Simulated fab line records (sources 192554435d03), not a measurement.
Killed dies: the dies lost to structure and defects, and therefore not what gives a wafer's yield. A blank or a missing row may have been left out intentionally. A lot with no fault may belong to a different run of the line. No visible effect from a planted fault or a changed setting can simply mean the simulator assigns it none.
Chamber matching    flow n5Finfet    rieDiel-05 running N5_BEOL_M5_ETCH_67: 4 sister chambers
The step etches SiARC in CF4, target depth 15.6 nm, time 26 s. 8 wafers are shown with their chamber, then 10 later ones without.

WAFERS WITH THEIR CHAMBER
wafer   chamber  showerheadPlenumPTorr (Torr)  drypumpMotorCurrentA (A)
L078.6  1        2.13                          5.73
L079.2  2        2.17                          5.55
L082.2  0        2.07                          5.84
L086.2  0        2.07                          5.85
L086.3  3        2.27                          6.12
L086.4  1        2.13                          5.74
L089.2  2        2.17                          5.57
L089.3  3        2.26                          6.13

WAFERS WITH NO CHAMBER GIVEN
wafer   showerheadPlenumPTorr (Torr)  drypumpMotorCurrentA (A)
L089.6  2.26                          6.10
L090.4  2.06                          5.82
L090.5  2.26                          6.11
L090.6  2.13                          5.74
L092.1  2.12                          5.73
L092.2  2.26                          6.12
L092.4  2.12                          5.74
L096.1  2.06                          5.85
L096.2  2.26                          6.08
L096.3  2.16                          5.54

WHICH CHAMBER EACH ONE RAN IN
wafer   from the rows above  in truth
L089.6  3                    3
L090.4  0                    0
L090.5  3                    3
L090.6  1                    1
L092.1  1                    1
L092.2  3                    3
L092.4  1                    1
L096.1  0                    0
L096.2  3                    3
L096.3  2                    2
Correct placement for 10 of the 10. From these rows, 0 cannot be placed. 0 placed wrongly.
How it was worked out, from the rows above alone: a wafer's distance from a chamber is the root of the sum, over the readings, of the square of ((its reading less the chamber's mean) divided by the reading's scatter). The wafer belongs to the nearest chamber; if the next one is less than 2 further off, it can't be placed. A chamber's mean is the mean of its shown wafers. The scatter: take each reading less its chamber's mean, square it, sum over the shown wafers, divide by the number of wafers less the number of chambers, and take the root.
